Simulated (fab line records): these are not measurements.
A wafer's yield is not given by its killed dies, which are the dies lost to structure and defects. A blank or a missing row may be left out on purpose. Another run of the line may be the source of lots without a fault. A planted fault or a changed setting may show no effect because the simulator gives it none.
What tool caused it?	flow nandHarc	23 lots, 69 wafers sampled, at 6 steps of a route of 1302

== WHAT THE GAUGES READ, wafer by wafer ==
Not one reading of a measure or inspect step in the record can be checked against a usual standard deviation.

== EACH LOT AND THE TOOL THAT RAN IT (in order: tool; ch and the chambers of the sampled wafers; start) ==
lot	NHARC_A_STAIRCASE_TRIM_12	NHARC_A_STAIRCASE_TRIM_14	NHARC_A_STAIRCASE_ETCH_17	NHARC_A_STAIRCASE_ETCH_21	NHARC_A_STAIRCASE_TRIM_200	NHARC_A_STAIRCASE_ETCH_203
L075	rieDiel-09 ch 0,1,3, day 15 17:07	rieDiel-09 ch 0,1,2, no start	rieDiel-09 ch 1,2,3, no start	rieDiel-09 ch 0,2,3, no start	rieDiel-02 ch 0,1, no start	rieDiel-02 ch 0,2,3, no start
L074	rieDiel-13 ch 0,2,3, day 15 17:14	rieDiel-13 ch 0,2,3, no start	rieDiel-13 ch 0,2, no start	rieDiel-02 ch 0,1,3, no start	rieDiel-13 ch 2,3, no start	rieDiel-13 ch 0,3, no start
L077	rieDiel-09 ch 0,2,3, day 16 13:00	rieDiel-09 ch 0,1,3, no start	rieDiel-09 ch 2,3, no start	rieDiel-09 ch 0,1,2, no start	rieDiel-02 ch 0,3, no start	rieDiel-02 ch 1,2, no start
L076	rieDiel-13 ch 0,3, day 16 17:15	rieDiel-13 ch 2,3, no start	rieDiel-13 ch 2,3, no start	rieDiel-09 ch 2,3, no start	rieDiel-13 ch 2,3, no start	rieDiel-13 ch 2,3, no start
L078	rieDiel-09 ch 0,2, day 16 23:10	rieDiel-09 ch 0,2,3, no start	rieDiel-09 ch 1,2,3, no start	rieDiel-09 ch 0,2,3, no start	rieDiel-09 ch 0,1,2, no start	rieDiel-09 ch 0,2,3, no start
L079	rieDiel-02 ch 0,1, day 18 01:08	rieDiel-02 ch 0,1,2, no start	rieDiel-02 ch 1,2, no start	rieDiel-09 ch 0,2,3, no start	rieDiel-02 ch 0,3, no start	rieDiel-02 ch 1,2,3, no start
L080	rieDiel-13 ch 0,2,3, day 18 08:50	rieDiel-13 ch 1,2, no start	rieDiel-13 ch 1,3, no start	rieDiel-13 ch 1,3, no start	rieDiel-13 ch 1,3, no start	rieDiel-13 ch 0,1,2, no start
L082	rieDiel-02 ch 0,1, day 19 13:36	rieDiel-02 ch 2,3, no start	rieDiel-02 ch 0,1,3, no start	rieDiel-09 ch 1,2,3, no start	rieDiel-13 ch 0,2, no start	rieDiel-13 ch 0,1,2, no start
L084	rieDiel-13 ch 0,2, day 20 00:40	rieDiel-13 ch 1,2,3, no start	rieDiel-13 ch 0,2,3, no start	rieDiel-13 ch 1,3, no start	rieDiel-09 ch 1,2, no start	rieDiel-09 ch 0,1,2, no start
L083	rieDiel-09 ch 0,2,3, day 20 03:25	rieDiel-09 ch 0,3, no start	rieDiel-09 ch 0,2, no start	rieDiel-13 ch 1,2, no start	rieDiel-09 ch 1,2, no start	rieDiel-09 ch 0,3, no start
L085	rieDiel-13 ch 0,1,2, day 20 08:18	rieDiel-13 ch 0,1,2, no start	rieDiel-13 ch 0,1,2, no start	rieDiel-13 ch 0,1,3, no start	rieDiel-13 ch 0,1,2, no start	rieDiel-13 ch 1,2,3, no start
L086	rieDiel-02 ch 0,3, day 20 08:43	rieDiel-02 ch 0,1,3, no start	rieDiel-02 ch 1,3, no start	rieDiel-09 ch 1,3, no start	rieDiel-09 ch 0,2,3, no start	rieDiel-09 ch 0,2, no start
L087	rieDiel-02 ch 2,3, day 21 17:55	rieDiel-02 ch 0,1, no start	rieDiel-02 ch 0,1,2, no start	rieDiel-02 ch 1,2, no start	rieDiel-13 ch 0,3, no start	rieDiel-13 ch 0,2,3, no start
L089	rieDiel-02 ch 1,3, day 21 18:16	rieDiel-02 ch 0,2, no start	rieDiel-02 ch 1,3, no start	rieDiel-13 ch 1,3, no start	rieDiel-02 ch 0,2, no start	rieDiel-02 ch 0,2, no start
L088	rieDiel-13 ch 2,3, day 22 04:34	rieDiel-13 ch 0,1, no start	rieDiel-13 ch 0,2, no start	rieDiel-09 ch 0,2,3, no start	rieDiel-09 ch 0,1, no start	rieDiel-09 ch 1,2, no start
L091	rieDiel-02 ch 1,3, day 22 16:25	rieDiel-02 ch 2,3, no start	rieDiel-02 ch 0,2,3, no start	rieDiel-02 ch 2,3, no start	rieDiel-02 ch 1,3, no start	rieDiel-02 ch 1,3, no start
L093	rieDiel-09 ch 1,3, day 23 00:22	rieDiel-09 ch 1,2,3, no start	rieDiel-09 ch 0,2, no start	rieDiel-09 ch 0,1,3, no start	rieDiel-02 ch 0,3, no start	rieDiel-02 ch 0,1,3, no start
L090	rieDiel-13 ch 0,1,2, day 23 00:41	rieDiel-13 ch 0,3, no start	rieDiel-13 ch 0,1,3, no start	rieDiel-13 ch 1,2,3, no start	rieDiel-09 ch 0,3, no start	rieDiel-09 ch 0,1,3, no start
L092	rieDiel-02 ch 0,1,2, day 23 07:59	rieDiel-02 ch 0,2,3, no start	rieDiel-02 ch 0,1,2, no start	rieDiel-13 ch 1,2,3, no start	rieDiel-02 ch 1,2, no start	rieDiel-02 ch 0,1, no start
L094	rieDiel-09 ch 0,1,3, day 24 06:52	rieDiel-09 ch 0,1,2, no start	rieDiel-09 ch 1,2,3, no start	rieDiel-09 ch 0,2,3, no start	rieDiel-09 ch 1,2,3, no start	rieDiel-09 ch 1,2,3, no start
L095	rieDiel-13 ch 2,3, day 24 07:02	rieDiel-13 ch 0,1,3, no start	rieDiel-13 ch 1,3, no start	rieDiel-13 ch 2,3, no start	rieDiel-02 ch 1,2,3, no start	rieDiel-02 ch 1,2,3, no start
L096	rieDiel-09 ch 0,1,3, day 25 00:32	rieDiel-09 ch 0,3, no start	rieDiel-09 ch 1,2, no start	rieDiel-13 ch 0,1,3, no start	rieDiel-09 ch 2,3, no start	rieDiel-09 ch 0,2, no start
L097	rieDiel-09 ch 1,2,3, day 25 00:44	rieDiel-09 ch 1,2,3, no start	rieDiel-09 ch 1,2,3, no start	rieDiel-09 ch 0,1,2, no start	rieDiel-13 ch 1,2,3, no start	rieDiel-13 ch 2,3, no start
- NHARC_A_STAIRCASE_TRIM_12: chemistry O2, time 211.2 s.
- NHARC_A_STAIRCASE_TRIM_14: chemistry O2, time 211.2 s.
- NHARC_A_STAIRCASE_ETCH_17: etches the open film in C4F8/O2, target depth 100 nm, time 40.5 s.
- NHARC_A_STAIRCASE_ETCH_21: etches the open film in C4F8/O2, target depth 100 nm, time 40.5 s.
- NHARC_A_STAIRCASE_TRIM_200: chemistry O2, time 211.2 s.
- NHARC_A_STAIRCASE_ETCH_203: etches the open film in C4F8/O2, target depth 100 nm, time 40.5 s.

== AS READ BY THE TOOLS THEMSELVES (means over the sampled wafers that have a number; for cases with no such wafer, the mark the record gives instead) ==
NHARC_A_STAIRCASE_TRIM_12. Usual: drypumpMotorCurrentA 5.8 A, standard deviation 0.41; mfcArSccm 0.012 sccm, standard deviation 0.013; oesProductAu 1.000 a.u., standard deviation 0.0091; rfVppV 57.9 V, standard deviation 0.99; showerheadPlenumPTorr 3.57 Torr, standard deviation 0.13; throttleValvePct 17.036 %, standard deviation 0.0089.
lot	tool	drypumpMotorCurrentA (A)	mfcArSccm (sccm)	oesProductAu (a.u.)	rfVppV (V)	showerheadPlenumPTorr (Torr)	throttleValvePct (%)	flag
L075	rieDiel-09	5.6	0.006	1.008	58.0	3.58	17.038	
L074	rieDiel-13	5.9	0.015	1.002	58.9	3.54	17.033	
L077	rieDiel-09	5.8	0.006	1.001	57.1	3.61	17.031	
L076	rieDiel-13	5.9	0.016	1.002	58.0	3.61	17.038	
L078	rieDiel-09	6.3	0.006	0.997	58.4	3.70	17.040	
L079	rieDiel-02	5.9	0.005	1.000	58.2	3.45	17.039	
L080	rieDiel-13	5.9	0.015	1.005	57.4	3.53	17.036	
L082	rieDiel-02	5.6	0.009	0.991	57.2	3.55	17.047	
L084	rieDiel-13	5.9	0.023	0.993	57.3	3.55	17.037	
L083	rieDiel-09	5.8	0.006	1.001	57.2	3.59	17.031	
L085	rieDiel-13	5.9	0.025	1.012	58.0	3.54	17.032	
L086	rieDiel-02	5.9	0.025	0.988	57.0	3.48	17.036	
L087	rieDiel-02	5.7	0.012	1.003	58.0	3.71	17.033	
L089	rieDiel-02	5.5	0.029	0.993	58.0	3.58	17.025	
L088	rieDiel-13	5.9	0.007	0.999	57.6	3.48	17.037	
L091	rieDiel-02	5.3	0.022	0.987	58.2	3.61	17.040	
L093	rieDiel-09	5.2	0.000	1.014	58.0	3.43	17.039	
L090	rieDiel-13	5.9	0.025	0.994	57.9	3.54	17.035	
L092	rieDiel-02	5.7	0.005	0.999	59.1	3.58	17.039	
L094	rieDiel-09	5.6	0.006	0.997	56.2	3.55	17.036	
L095	rieDiel-13	5.8	0.013	1.005	57.2	3.43	17.031	
L096	rieDiel-09	5.6	0.006	0.990	57.5	3.54	17.036	
L097	rieDiel-09	5.6	0.000	1.008	57.6	3.51	17.022	

NHARC_A_STAIRCASE_TRIM_14. Usual: drypumpMotorCurrentA 5.8 A, standard deviation 0.41; mfcArSccm 0.011 sccm, standard deviation 0.012; oesProductAu 1.000 a.u., standard deviation 0.0097; rfVppV 57.9 V, standard deviation 0.95; showerheadPlenumPTorr 3.57 Torr, standard deviation 0.13; throttleValvePct 17.036 %, standard deviation 0.009.
lot	tool	drypumpMotorCurrentA (A)	mfcArSccm (sccm)	oesProductAu (a.u.)	rfVppV (V)	showerheadPlenumPTorr (Torr)	throttleValvePct (%)	flag
L075	rieDiel-09	6.0	0.006	1.001	58.6	3.67	17.039	
L074	rieDiel-13	5.9	0.015	1.003	57.5	3.54	17.038	
L077	rieDiel-09	5.6	0.006	1.005	58.0	3.58	17.040	
L076	rieDiel-13	5.8	0.013	1.002	57.3	3.46	17.038	
L078	rieDiel-09	5.9	0.006	0.996	58.1	3.61	17.044	
L079	rieDiel-02	5.7	0.005	1.000	57.3	3.61	17.028	
L080	rieDiel-13	5.9	0.027	0.998	57.3	3.55	17.031	
L082	rieDiel-02	5.7	0.012	0.994	58.2	3.72	17.027	
L084	rieDiel-13	5.9	0.017	1.006	57.7	3.52	17.042	
L083	rieDiel-09	5.8	0.013	1.008	58.6	3.63	17.041	
L085	rieDiel-13	5.9	0.025	1.003	59.1	3.54	17.037	
L086	rieDiel-02	5.7	0.017	0.994	57.5	3.51	17.032	
L087	rieDiel-02	5.9	0.005	0.991	57.5	3.44	17.045	
L089	rieDiel-02	5.9	0.000	1.017	57.9	3.64	17.040	
L088	rieDiel-13	5.9	0.028	1.003	57.8	3.61	17.037	
L091	rieDiel-02	5.6	0.012	1.000	58.3	3.71	17.036	
L093	rieDiel-09	5.6	0.000	1.002	57.8	3.52	17.047	
L090	rieDiel-13	5.9	0.016	1.002	58.5	3.59	17.032	
L092	rieDiel-02	5.9	0.012	0.992	56.8	3.55	17.037	
L094	rieDiel-09	6.0	0.006	1.003	58.5	3.64	17.032	
L095	rieDiel-13	5.9	0.018	1.010	57.9	3.57	17.042	
L096	rieDiel-09	5.8	0.013	0.989	58.6	3.61	17.032	
L097	rieDiel-09	5.6	0.000	1.010	57.5	3.51	17.037	

NHARC_A_STAIRCASE_ETCH_17. Usual: oesProductAu 0.942 a.u., standard deviation 0.0098; rfVppV 897 V, standard deviation 5.1.
lot	tool	oesProductAu (a.u.)	rfVppV (V)	flag
L075	rieDiel-09	0.936	896	
L074	rieDiel-13	0.936	894	
L077	rieDiel-09	0.949	894	
L076	rieDiel-13	0.949	896	
L078	rieDiel-09	0.942	896	
L079	rieDiel-02	0.953	905	
L080	rieDiel-13	0.945	897	
L082	rieDiel-02	0.931	896	
L084	rieDiel-13	0.934	896	
L083	rieDiel-09	0.950	903	
L085	rieDiel-13	0.944	896	
L086	rieDiel-02	0.931	898	
L087	rieDiel-02	0.940	897	
L089	rieDiel-02	0.928	897	
L088	rieDiel-13	0.954	893	
L091	rieDiel-02	0.943	896	
L093	rieDiel-09	0.935	901	
L090	rieDiel-13	0.947	898	
L092	rieDiel-02	0.947	898	
L094	rieDiel-09	0.949	896	
L095	rieDiel-13	0.958	897	
L096	rieDiel-09	0.938	899	
L097	rieDiel-09	0.943	896	

NHARC_A_STAIRCASE_ETCH_21. Usual: oesProductAu 0.947 a.u., standard deviation 0.017; rfVppV 897 V, standard deviation 4.7.
lot	tool	oesProductAu (a.u.)	rfVppV (V)	flag
L075	rieDiel-09	0.944	899	
L074	rieDiel-02	0.956	896	
L077	rieDiel-09	0.948	901	
L076	rieDiel-09	0.924	894	
L078	rieDiel-09	0.944	899	
L079	rieDiel-09	0.963	898	
L080	rieDiel-13	0.937	898	
L082	rieDiel-09	0.967	896	
L084	rieDiel-13	0.936	899	
L083	rieDiel-13	0.981	894	
L085	rieDiel-13	0.943	898	
L086	rieDiel-09	0.941	893	
L087	rieDiel-02	0.943	903	
L089	rieDiel-13	0.925	898	
L088	rieDiel-09	0.969	899	
L091	rieDiel-02	0.948	900	
L093	rieDiel-09	0.936	897	
L090	rieDiel-13	0.943	895	
L092	rieDiel-13	0.976	896	
L094	rieDiel-09	0.946	898	
L095	rieDiel-13	0.943	894	
L096	rieDiel-13	0.936	898	
L097	rieDiel-09	0.948	900	

NHARC_A_STAIRCASE_TRIM_200. Usual: drypumpMotorCurrentA 5.8 A, standard deviation 0.4; mfcArSccm 0.011 sccm, standard deviation 0.013; oesProductAu 1.002 a.u., standard deviation 0.0099; rfVppV 57.9 V, standard deviation 0.86; showerheadPlenumPTorr 3.55 Torr, standard deviation 0.14; throttleValvePct 17.037 %, standard deviation 0.0096.
lot	tool	drypumpMotorCurrentA (A)	mfcArSccm (sccm)	oesProductAu (a.u.)	rfVppV (V)	showerheadPlenumPTorr (Torr)	throttleValvePct (%)	flag
L075	rieDiel-02	5.6	0.009	1.009	57.6	3.56	17.043	
L074	rieDiel-13	5.8	0.013	1.005	57.3	3.47	17.046	
L077	rieDiel-02	6.1	0.012	1.004	58.2	3.42	17.034	
L076	rieDiel-13	5.8	0.013	0.999	58.3	3.46	17.036	
L078	rieDiel-09	6.0	0.006	0.999	57.9	3.67	17.029	
L079	rieDiel-02	6.1	0.012	1.005	57.6	3.42	17.032	
L080	rieDiel-13	5.9	0.010	1.006	57.9	3.57	17.045	
L082	rieDiel-13	5.8	0.021	1.001	57.8	3.48	17.041	
L084	rieDiel-09	5.8	0.000	1.006	58.0	3.59	17.035	
L083	rieDiel-09	6.1	0.000	1.007	57.2	3.62	17.044	
L085	rieDiel-13	5.9	0.025	1.006	58.1	3.54	17.035	
L086	rieDiel-09	5.8	0.006	1.006	57.7	3.59	17.028	
L087	rieDiel-13	5.9	0.008	1.002	58.8	3.56	17.030	
L089	rieDiel-02	5.8	0.000	1.012	57.9	3.64	17.044	
L088	rieDiel-09	5.7	0.006	1.006	57.8	3.61	17.040	
L091	rieDiel-02	5.5	0.029	0.987	58.2	3.57	17.039	
L093	rieDiel-02	5.9	0.025	0.998	57.6	3.46	17.026	
L090	rieDiel-09	5.8	0.013	0.995	58.0	3.62	17.031	
L092	rieDiel-02	5.5	0.005	0.997	57.1	3.73	17.033	
L094	rieDiel-09	5.6	0.000	1.001	58.0	3.52	17.045	
L095	rieDiel-02	5.5	0.017	0.994	58.8	3.65	17.031	
L096	rieDiel-09	5.5	0.000	1.007	57.6	3.45	17.043	
L097	rieDiel-13	5.9	0.017	1.013	57.9	3.49	17.036	

NHARC_A_STAIRCASE_ETCH_203. Usual: oesProductAu 0.946 a.u., standard deviation 0.011; rfVppV 897 V, standard deviation 5.
lot	tool	oesProductAu (a.u.)	rfVppV (V)	flag
L075	rieDiel-02	0.947	892	
L074	rieDiel-13	0.948	899	
L077	rieDiel-02	0.965	895	
L076	rieDiel-13	0.942	893	
L078	rieDiel-09	0.941	899	
L079	rieDiel-02	0.943	900	
L080	rieDiel-13	0.948	897	
L082	rieDiel-13	0.952	897	
L084	rieDiel-09	0.955	900	
L083	rieDiel-09	0.944	895	
L085	rieDiel-13	0.954	896	
L086	rieDiel-09	0.939	902	
L087	rieDiel-13	0.947	895	
L089	rieDiel-02	0.953	900	
L088	rieDiel-09	0.956	897	
L091	rieDiel-02	0.929	897	
L093	rieDiel-02	0.942	894	
L090	rieDiel-09	0.941	897	
L092	rieDiel-02	0.945	892	
L094	rieDiel-09	0.950	896	
L095	rieDiel-02	0.942	900	
L096	rieDiel-09	0.939	899	
L097	rieDiel-13	0.964	894	

== THE ANSWER, worked out from the rows above alone ==
Rule: a lot counts as off when the mean over its wafers that have a number is more than 3 standard deviations away from the usual mean. Also off: a lot with no number at a reading for which 4 or more lots have one. All remaining lots with rows at the step are treated as sound. After the gauges, taken in route order, come the tools' own readings; for these a lot's mean is taken, as printed above. At the first step where some lot is off, the reading lying furthest off is the one used; lots without a number count as furthest.
None of the lots is off at any reading shown; this tells nothing.

== WHAT HAD BEEN PUT IN BY THE SIMULATOR ==
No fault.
